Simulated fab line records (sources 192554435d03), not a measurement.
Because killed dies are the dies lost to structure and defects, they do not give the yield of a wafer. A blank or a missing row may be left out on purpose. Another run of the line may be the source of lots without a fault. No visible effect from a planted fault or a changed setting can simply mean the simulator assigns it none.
Split-lot experiment + flow n5_finfet + 21 wafers read across 7 lots, on a route 1938 steps long

== SPLIT DETAILS ==
At N5_FIN_SAQP_PECVD_06 (deposits a-Si from SiH4/He, target thk 60 nm, time 48.1 s), the setting time_s was moved away from the recipe's 48.1 s on 6 of the 21 wafers read, by -14.7% to +7.9%. This setting was run at the recipe's value on the other wafers.

== FROM THE SPLIT TO THE READING: what the file shows between them, 7 steps ==
- N5_FIN_SAQP_THK_MEAS_07
- N5_FIN_SAQP_DESCUM_21: chemistry O2, time 7.9 s (also split here: time_s)
- N5_FIN_SAQP_ETCH_51: etches SiARC in CF4, target depth 45.5 nm, time 75.8 s
- N5_FIN_SAQP_ETCH_52: etches SOC in N2/H2, target depth 100 nm, overetch 20 nm, time 150 s
- N5_FIN_SAQP_STRIP_53: strips in N2/H2
- N5_FIN_SAQP_HM_OPEN_73: chemistry CHF3/O2, target SiO2, stops on a-Si, target depth 12 nm, time 16.8 s
- N5_FIN_SAQP_STRIP_74: strips in CHF3/O2

== THE READING ==
oes_product_au, in a.u., at N5_FIN_SAQP_MANDREL_ETCH_22 (etches a-Si in HBr/Cl2, stops on SiNx, target depth 60 nm, bt time 10 s, time 30 s). Fault-free wafers of this fab line usually give 0.771 a.u., standard deviation 0.013 a.u.

| wafer  | tool, chamber at the split | time_s as run, s | against the recipe | oes_product_au, a.u. | against lot-mates on the recipe |
|--------|----------------------------|------------------|--------------------|----------------------|---------------------------------|
| L078.3 | pecvd-04, 2                | 48.1             | recipe             | 0.767                | -                               |
| L078.4 | pecvd-04, 2                | 48.1             | recipe             | 0.788                | -                               |
| L078.5 | pecvd-04, 0                | 48.1             | recipe             | 0.771                | -                               |
| L080.1 | pecvd-02, 0                | 48.1             | recipe             | 0.773                | -                               |
| L080.3 | pecvd-02, 1                | 48.1             | recipe             | 0.792                | -                               |
| L080.6 | pecvd-02, 2                | 48.1             | recipe             | 0.781                | -                               |
| L081.1 | pecvd-03, 0                | 45.37            | -5.7%              | 0.730                | -0.038                          |
| L081.2 | pecvd-03, 1                | 48.1             | recipe             | 0.773                | -                               |
| L081.3 | pecvd-03, 2                | 48.1             | recipe             | 0.762                | -                               |
| L083.2 | pecvd-03, 0                | 48.1             | recipe             | 0.763                | -                               |
| L083.3 | pecvd-03, 2                | 48.1             | recipe             | 0.766                | -                               |
| L083.5 | pecvd-03, 2                | 48.1             | recipe             | 0.785                | -                               |
| L089.2 | pecvd-04, 2                | 51.89            | +7.9%              | 0.797                | +0.032                          |
| L089.4 | pecvd-04, 2                | 51.89            | +7.9%              | 0.820                | +0.055                          |
| L089.6 | pecvd-04, 0                | 48.1             | recipe             | 0.765                | -                               |
| L090.2 | pecvd-02, 2                | 48.1             | recipe             | 0.790                | -                               |
| L090.3 | pecvd-02, 1                | 42.84            | -10.9%             | 0.696                | -0.094                          |
| L090.5 | pecvd-02, 1                | 42.84            | -10.9%             | 0.725                | -0.065                          |
| L096.2 | pecvd-03, 1                | 48.1             | recipe             | 0.755                | -                               |
| L096.3 | pecvd-03, 1                | 41.05            | -14.7%             | 0.711                | -0.064                          |
| L096.4 | pecvd-03, 2                | 48.1             | recipe             | 0.794                | -                               |

THE FIT
A straight line over all 21 wafers: oes_product_au changes by +0.00505 a.u. for each +1% of time_s; r = +0.90; the points scatter about the line by 0.013 a.u.
The same after taking each lot's own level away (the mean of its wafers on the recipe; 21 wafers): +0.00581 a.u. for each +1%; r = +0.93; scatter 0.013 a.u.
On that fit, the largest move of time_s shifts the reading by 0.085 a.u.
From 0.7650 to 0.7900 a.u.: that is the span of the lots' own levels, equal to 1.9 times the standard deviation above.
So the slope is not independent of the lot-to-lot level: the two fits are not the same.
Check: -0.0986 a.u. against its lot-mates is what the line predicts for one of the wafers moved furthest among these (-14.7%) when that wafer is left out of the fit. Against them it came out at -0.0635 a.u.

== FURTHER SPLITS ON THESE WAFERS ==
Other splits were also applied to these wafers ahead of the reading. Each is held against what the fit with the lots' levels taken away leaves over:
| other split on the same wafers | wafers away from the commonest value | r with oes_product_au (lot level and that fit taken away) |
|--------------------------------|--------------------------------------|-----------------------------------------------------------|
| N5_FIN_SAQP_DESCUM_21 time_s   | 10                                   | +0.32                                                     |

== THE WHOLE CHAIN: every reading that the file lists as answering this split, in the file's order ==
| step                            | what it does                                                                       | reading                                                                           | change (the file's fit)                   | r (the file's) |
|---------------------------------|------------------------------------------------------------------------------------|-----------------------------------------------------------------------------------|-------------------------------------------|----------------|
| N5_FIN_SAQP_PECVD_06            | deposits a-Si from SiH4/He, target thk 60 nm, time 48.1 s                          | a-Si_of_FIN_SAQP_PECVD_06.thk_nm (the simulator's own value, which no gauge read) | +0.615 nm for each +1% of the setting     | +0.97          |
| N5_FIN_SAQP_THK_MEAS_07         |                                                                                    | thk_nm                                                                            | withheld for each +1% of the setting      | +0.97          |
| N5_FIN_SAQP_MANDREL_ETCH_22     | etches a-Si in HBr/Cl2, stops on SiNx, target depth 60 nm, bt time 10 s, time 30 s | oes_product_au                                                                    | +0.00547 a.u. for each +1% of the setting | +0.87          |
| N5_FIN_SAQP_MANDREL_ETCH_22     | etches a-Si in HBr/Cl2, stops on SiNx, target depth 60 nm, bt time 10 s, time 30 s | etch.depth_nm (the simulator's own value, which no gauge read)                    | +0.614 nm for each +1% of the setting     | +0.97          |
| N5_FIN_SAQP_SPACER1_ETCHBACK_25 | etches SiO2 in CHF3/O2, target depth 24.4 nm, time 12.2 s                          | a-Si_of_FIN_SAQP_PECVD_06.thk_nm (the simulator's own value, which no gauge read) | +0.616 nm for each +1% of the setting     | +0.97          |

== FILE'S OWN FIT ==
oes_product_au changes by +0.00547 a.u. for each +1% of time_s, r = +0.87.
